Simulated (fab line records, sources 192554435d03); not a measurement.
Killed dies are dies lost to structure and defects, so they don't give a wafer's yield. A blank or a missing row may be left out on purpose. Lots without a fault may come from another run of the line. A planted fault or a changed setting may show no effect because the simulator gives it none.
fab line records | flow n5_finfet
record lots=10 wafers=30 last_day=18
route steps=1938 shown BEOL_M8@1388 BEOL_M9@1402 PASSIVATION@1936
lots that met no fault: from a run of the same line without faults
start_h: hours from the record's first day to the start of the lot's first wafer shown | wait_h: hours since the lot's step before | " the same as in the row above | L1.1+2: a row that stands for several wafers | - no value, or no start given | * or withheld: withheld | < > ~ a bound
route shown NAME@n: a module of which the file shows steps, and the number in the route of the first | usual: mean/standard deviation of fault-free wafers | same: alike in all rows | chamber/n: place in a boat | sites: the reading at each site | _std_site: their standard deviation | _edge_site: outer sites' mean less inner sites' | radius_mm: how far each site lies from the wafer's centre | mask NAME#n: copy n | behind: the tool/chamber that last shaped the wafer | hold: why the lot was held/for how many hours/how that ended | device: the transistor (n, p or np) that didn't switch | end of line: the same wafers' tests at the end of the route | a step without rows: its recipe alone | killed: dies lost to structure and defects at the first sort, not the wafer's yield | map: a wafer's dies, x killed, . not, _ none there
set.NAME: the setting as run; set.NAME@STEP: as run at that earlier step | model.NAME: the simulator's own value behind a step, which no gauge read
steps of the route over a sample of lots; a table a step, a row a wafer
services: from which hour (start_h, from the record's first day; less than 0 if before it) a tool's chamber was out of use, for how many hours, and why
## steps
# step N5_BEOL_M8_PRE_CLEAN_45
# recipe gas=H2/He time_s=30 temp_c=250
# usual heater_power_w=347/17
# columns lot.wafer tool chamber start_h wait_h heater_power_w
L841.1 pvd_sputter-03 - 215.93 0.0 331
L841.3 " - " " 381
L841.5 " - " " 319
L843.1 pvd_sputter-01 - 229.11 0.0 338
L843.5 " - " " 337
L843.6 " - " " 344
L847.2 pvd_sputter-03 - 241.69 0.0 340
L847.3 " - " " 356
L847.6 " - " " 326
L852.1 pvd_sputter-02 - 294.86 0.0 360
L852.4 " - " " 365
L852.5 " - " " 337
L855.2 pvd_sputter-02 - 308.03 0.0 357
L855.4 " - " " 349
L855.5 " - " " 348
L856.2 pvd_sputter-02 - 310.87 0.0 337
L856.5 " - " " 337
L856.6 " - " " 346
L859.1 pvd_sputter-01 - 323.96 0.0 328
L859.4 " - " " 333
L859.5 " - " " 345
L860.1 pvd_sputter-03 - 331.93 0.0 325
L860.3 " - " " 354
L860.4 " - " " 321
L861.3 pvd_sputter-01 - 339.41 0.0 337
L861.4 " - " " 365
L861.6 " - " " 341
L862.2 pvd_sputter-01 - 342.83 0.0 342
L862.3 " - " " 385
L862.5 " - " " 333
# step N5_BEOL_M8_ANNEAL_51
# recipe temp_c=225 time_s=90 ambient=N2
# usual wafer_temp_C_max=226.19/0.28
# columns lot.wafer tool chamber start_h wait_h wafer_temp_C_max
L841.1 rtp_anneal-01 0 216.76 0.1 226.18
L841.3 " 0 " " 226.25
L841.5 " 0 " " 226.21
L843.1 rtp_anneal-01 0 229.98 0.2 225.91
L843.5 " 0 " " 226.35
L843.6 " 0 " " 226.30
L847.2 rtp_anneal-01 0 242.76 0.3 226.05
L847.3 " 0 " " 226.02
L847.6 " 0 " " 226.03
L852.1 rtp_anneal-02 0 295.66 0.1 226.77
L852.4 " 0 " " 226.48
L852.5 " 0 " " 226.48
L855.2 rtp_anneal-01 0 309.72 0.9 226.03
L855.4 " 0 " " 225.96
L855.5 " 0 " " 226.20
L856.2 rtp_anneal-01 0 311.88 0.1 226.20
L856.5 " 0 " " 226.19
L856.6 " 0 " " 225.89
L859.1 rtp_anneal-01 0 325.79 0.2 225.71
L859.4 " 0 " " 225.84
L859.5 " 0 " " 226.04
L860.1 rtp_anneal-02 0 332.83 0.1 226.24
L860.3 " 0 " " 226.32
L860.4 " 0 " " 226.29
L861.3 rtp_anneal-01 0 341.16 0.8 226.23
L861.4 " 0 " " 226.11
L861.6 " 0 " " 226.06
L862.2 rtp_anneal-01 0 345.36 0.1 225.66
L862.3 " 0 " " 226.23
L862.5 " 0 " " 225.79
# step N5_BEOL_M9_CURE_71
# recipe temp_c=385 time_s=240 ambient=He/Ar material=SiCOH_lowk
# usual lamp_power_pct=52.31/0.057 wafer_temp_C_max=386.5/0.71
# columns lot.wafer tool chamber start_h wait_h lamp_power_pct wafer_temp_C_max
L841.1 uv_cure-02 1 217.65 0.1 52.24 386.3
L841.3 " 1 " " 52.31 386.1
L841.5 " 1 " " 52.20 385.5
L843.1 uv_cure-03 0 230.93 0.1 52.30 386.8
L843.5 " 0 " " 52.31 386.7
L843.6 " 0 " " 52.38 386.3
L847.2 uv_cure-02 0 243.67 0.1 52.38 386.4
L847.3 " 0 " " 52.24 386.4
L847.6 " 0 " " 52.33 386.4
L852.1 uv_cure-03 0 296.53 0.0 52.33 385.9
L852.4 " 0 " " 52.29 386.2
L852.5 " 0 " " 52.21 386.2
L855.2 uv_cure-01 1 310.63 0.1 52.38 386.1
L855.4 " 1 " " 52.32 385.9
L855.5 " 1 " " 52.29 385.9
L856.2 uv_cure-02 1 312.78 0.1 52.22 386.0
L856.5 " 1 " " 52.35 386.0
L856.6 " 1 " " 52.28 385.7
L859.1 uv_cure-02 2 326.67 0.0 52.41 386.3
L859.4 " 2 " " 52.33 386.2
L859.5 " 2 " " 52.33 386.1
L860.1 uv_cure-02 2 333.69 0.0 52.36 385.8
L860.3 " 2 " " 52.24 386.0
L860.4 " 2 " " 52.37 385.9
L861.3 uv_cure-01 2 342.85 0.5 52.36 390.4
L861.4 " 2 " " 52.38 388.1
L861.6 " 2 " " 52.36 387.8
L862.2 uv_cure-03 1 346.29 0.2 52.29 386.9
L862.3 " 1 " " 52.29 386.2
L862.5 " 1 " " 52.43 387.1
# step N5_BEOL_M9_COAT_60
# recipe resist=SiARC temp_c=220 time_s=60 spin_rpm=1500 resist_thk_nm=30
# usual spin_speed_rpm=1500.2/1.1
# columns lot.wafer tool chamber start_h wait_h spin_speed_rpm
L841.1 litho_track-03 0 219.91 - 1745.1
L841.3 " 0 " " 1748.8
L841.5 " 0 " " 1745.4
L843.1 litho_track-03 0 232.20 - 1746.1
L843.5 " 0 " " 1744.1
L843.6 " 0 " " 1747.3
L847.2 litho_track-04 0 245.26 - 1500.6
L847.3 " 0 " " 1500.1
L847.6 " 0 " " 1501.5
L852.1 litho_track-01 0 298.22 - 1500.3
L852.4 " 0 " " 1502.2
L852.5 " 0 " " 1499.9
L855.2 litho_track-03 0 311.58 - 1501.0
L855.4 " 0 " " 1498.8
L855.5 " 0 " " 1498.2
L856.2 litho_track-03 0 315.20 - 1501.3
L856.5 " 0 " " 1499.7
L856.6 " 0 " " 1500.2
L859.1 litho_track-03 0 328.87 - 1500.0
L859.4 " 0 " " 1498.6
L859.5 " 0 " " 1497.4
L860.1 litho_track-03 0 335.91 - 1499.9
L860.3 " 0 " " 1501.4
L860.4 " 0 " " 1500.2
L861.3 litho_track-04 0 345.33 - 1500.6
L861.4 " 0 " " 1500.3
L861.6 " 0 " " 1500.9
L862.2 litho_track-01 0 347.54 - 1501.5
L862.3 " 0 " " 1500.6
L862.5 " 0 " " 1500.7
# step N5_BEOL_M9_ETCH_61
# recipe chemistry=CF4 target=SiARC target_depth_a=390 mask_material=CAR-ArF time_s=65 ion_energy_ev=80 pressure_mtorr=40 source_w=545 bias_w=36 Ar_flow_sccm=100 cf4_flow_sccm=100 ends=cleared
# usual drypump_motor_current_A=5.6/0.43 etch_rf_on_time_s=64.5/1.3 oes_product_au=0.69/0.085 rf_vpp_V=183.6/1.1 showerhead_plenum_p_Torr=2.11/0.068 throttle_valve_pct=15.47/0.2
# columns lot.wafer tool chamber start_h wait_h drypump_motor_current_A etch_rf_on_time_s oes_product_au rf_hours_counter_h rf_vpp_V showerhead_plenum_p_Torr throttle_valve_pct
L841.1 rie_diel-03 3 221.12 0.0 5.7 60.8 0.57 249 183.7 2.12 15.87
L841.3 " 0 " " 6.0 59.5 0.58 251 183.9 2.10 15.48
L841.5 " 0 " " 6.0 59.9 0.58 - 184.5 2.10 15.49
L843.1 rie_diel-03 2 233.19 0.0 5.0 58.1 0.78 22 184.2 2.18 15.27
L843.5 " 2 " " 5.0 58.6 0.78 - 186.1 2.18 15.27
L843.6 " 0 " " 6.1 59.7 0.57 - 184.1 2.10 15.52
L847.2 rie_diel-01 1 246.08 0.0 5.8 63.7 0.71 95 183.5 2.09 15.39
L847.3 " 0 " " 5.0 66.4 0.77 24 183.3 2.10 15.20
L847.6 " 3 " " 5.6 65.5 0.64 - 185.4 2.23 15.55
L852.1 rie_diel-03 0 298.71 0.0 6.0 62.2 0.82 12 184.5 2.09 15.04
L852.4 " 1 " " 6.3 62.2 0.76 25 184.6 2.18 15.60
L852.5 " 0 " " 6.0 61.6 0.83 - 184.2 2.09 15.05
L855.2 rie_diel-03 2 312.04 0.0 5.0 64.2 0.73 51 183.8 2.17 15.35
L855.4 " 1 " " 6.3 63.0 0.76 29 183.8 2.18 15.64
L855.5 " 1 " " 6.3 63.8 0.75 - 183.9 2.18 15.61
L856.2 rie_diel-01 3 315.69 0.0 5.6 65.7 0.62 196 183.7 2.22 15.60
L856.5 " 0 " " 5.0 65.4 0.75 - 184.4 2.10 15.27
L856.6 " 1 " " 5.8 62.6 0.70 - 182.3 2.08 15.42
L859.1 rie_diel-01 3 329.52 0.0 5.6 66.5 0.61 200 184.5 2.22 15.60
L859.4 " 1 " " 5.8 64.9 0.68 119 181.9 2.08 15.42
L859.5 " 2 " " 5.2 65.3 0.63 - 181.6 2.05 15.65
L860.1 rie_diel-01 2 336.40 0.0 5.2 65.1 0.63 184 182.8 2.05 15.63
L860.3 " 3 " " 5.6 65.7 0.61 202 184.6 2.22 15.60
L860.4 " 0 " " 5.0 65.7 0.73 50 183.2 2.10 15.27
L861.3 rie_diel-04 2 346.14 0.0 6.2 65.6 0.69 100 185.8 2.16 15.24
L861.4 " 2 " " 6.2 65.8 0.69 - 184.5 2.16 15.22
L861.6 " 1 " " 5.7 64.9 0.62 - 182.0 1.96 15.46
L862.2 rie_diel-01 0 348.04 0.0 5.0 65.7 0.73 54 182.9 2.09 15.28
L862.3 " 1 " " 5.8 64.2 0.68 125 185.0 2.08 15.44
L862.5 " 2 " " 5.2 64.7 0.63 - 181.9 2.05 15.66
# step N5_PASSIVATION_PROBE_49
# usual defect_limited_yield=91.2/1.6 killed_at_M0_to_M3=34/11 killed_at_M4_up=14/5.7 killed_at_contacts=14/6.6 killed_at_front_end=37/10 killed_at_other=4/3.2 killed_dies=104/19 killed_open=69/13 killed_short=33/8.7 sort_bin_5_function=5.1/1 sort_bin_6_memory=3.3/0.76 sort_bin_8_speed=0.00/0.016 sort_n_pass=1076/19 sort_yield_pct=91.2/1.6
# same gross_dies=1180 killed_at_back_side=0 sort_bin_4_leakage[%]=0
# columns lot.wafer tool chamber start_h wait_h defect_limited_yield[%] killed_at_M0_to_M3 killed_at_M4_up killed_at_contacts killed_at_front_end killed_at_other killed_dies killed_open killed_short sort_bin_5_function[%] sort_bin_6_memory[%] sort_bin_8_speed[%] sort_n_pass sort_yield_pct[%]
L843.1 prober-02 - 291.53 0.0 93.8 25 5 13 29 1 73 48 25 3.6 2.3 0 1107 93.8
L843.5 prober-02 - 291.73 0.2 94.2 28 14 9 16 1 68 50 17 3.1 2.5 0 1112 94.2
L843.6 prober-02 - 291.78 0.3 93.0 32 11 10 28 2 83 56 26 3.7 3.1 0.08 1097 93.0
L855.2 prober-02 - 373.98 0.1 93.0 20 7 13 42 1 83 50 33 3.8 3.1 0 1097 93.0
L855.4 prober-02 - 374.08 0.2 89.5 49 16 11 48 0 124 84 37 5.9 3.7 0 1056 89.5
L855.5 prober-02 - 374.13 0.2 90.6 36 13 8 50 4 111 79 31 6.3 2.9 0 1069 90.6
# killed by level:class
L843.1 STI_FIN_REVEAL:geometric_particle:open=12 MOL_CONTACT_COAG:geometric_particle:open=11 BEOL_M1:geometric_particle:open=6 BEOL_M2:geometric_particle:open=4 BEOL_M0_SAQP:geometric_particle:open=4 BEOL_M1:geometric_particle:short=3 BEOL_M3:geometric_particle:short=3 FIN_SAQP:geometric_particle:short=2
L843.5 MOL_CONTACT_COAG:geometric_particle:open=8 BEOL_M0_SAQP:geometric_particle:open=8 BEOL_M1:geometric_particle:open=7 BEOL_M3:geometric_particle:open=4 STARTING-WAFER:geometric_particle:open=4 BEOL_M0_SAQP:geometric_particle:short=3 BEOL_M4:geometric_particle:open=3 FIN_SAQP:geometric_particle:open=2
L843.6 STI_FIN_REVEAL:geometric_particle:open=7 MOL_CONTACT_COAG:geometric_particle:open=7 BEOL_M1:geometric_particle:open=7 FIN_SAQP:geometric_particle:short=6 BEOL_M0_SAQP:geometric_particle:short=5 BEOL_M0_SAQP:geometric_particle:open=5 BEOL_M0:geometric_particle:open=5 FIN_SAQP:geometric_particle:open=4
L855.2 DUMMY_GATE:geometric_particle:open=10 MOL_CONTACT_COAG:geometric_particle:open=10 FIN_SAQP:geometric_particle:short=8 FIN_SAQP:geometric_particle:open=6 BEOL_M2:geometric_particle:open=6 BEOL_M0_SAQP:geometric_particle:short=5 GATE_CUT:geometric_particle:short=4 BEOL_M0_SAQP:geometric_particle:open=4
L855.4 FIN_SAQP:geometric_particle:open=18 BEOL_M1:geometric_particle:open=12 BEOL_M0_SAQP:geometric_particle:open=10 BEOL_M0_SAQP:geometric_particle:short=9 MOL_CONTACT_COAG:geometric_particle:open=8 BEOL_M0:geometric_particle:open=6 STI_FIN_REVEAL:geometric_particle:open=6 GATE_CUT:geometric_particle:short=5
L855.5 FIN_SAQP:geometric_particle:open=10 STI_FIN_REVEAL:geometric_particle:open=10 FIN_SAQP:geometric_particle:short=8 BEOL_M0_SAQP:geometric_particle:open=7 BEOL_M0:geometric_particle:open=7 DUMMY_GATE:geometric_particle:open=6 MOL_CONTACT_COAG:geometric_particle:open=6 BEOL_M0_SAQP:geometric_particle:short=6
## services
# columns tool chamber start_h hours kind
rie_diel-04 3 198.65 1.7 repair
rie_diel-03 1 213.86 - clean
rie_diel-03 1 213.86 - consumable_replace:focus_ring
rie_diel-01 1 218.33 2.2 repair
uv_cure-01 - 227.97 28.1 pm
rie_diel-04 - 237.68 2.8 pm
rtp_anneal-02 - 238.50 0.8 pm
uv_cure-03 - 246.60 2.1 pm
rie_diel-01 0 254.85 1.3 repair
uv_cure-03 - 255.96 7.5 pm
rie_diel-01 0 269.55 3.6 repair
uv_cure-02 - 270.70 6.3 repair
rie_diel-04 - 288.48 2.1 repair
uv_cure-01 - 298.67 7.1 pm
rie_diel-01 1 305.80 8.6 repair
uv_cure-01 - 305.97 4.1 repair
pvd_sputter-03 - 309.90 0.8 repair
uv_cure-02 - 310.48 1.0 pm
uv_cure-03 - 330.67 7.5 pm
pvd_sputter-01 - 335.20 1.6 repair
rtp_anneal-01 - 336.27 2.5 pm
rie_diel-03 1 336.61 1.6 repair
uv_cure-02 - 339.23 7.5 pm
uv_cure-01 - 345.01 0.4 repair
## key
first_sign step=N5_BEOL_M9_COAT_60 reading=spin_speed_rpm direction=up sigmas=99+ usual=* struck=*
effect step=N5_BEOL_M9_ETCH_61 reading=etch_rf_on_time_s direction=down sigmas=3.9 usual=* struck=*
met_at N5_BEOL_M9_COAT_60
struck_lots L841,L843
not_acting_at N5_BEOL_M8_PRE_CLEAN_45,N5_BEOL_M8_ANNEAL_51,N5_BEOL_M9_CURE_71
fault kind=process_parameter_drift tool=litho_track-03 chamber=- onset_h=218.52 steps=N5_BEOL_M9_COAT_60 channel=spin_rpm offset=* shape=step end_h=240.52 acts_in=* stated=*
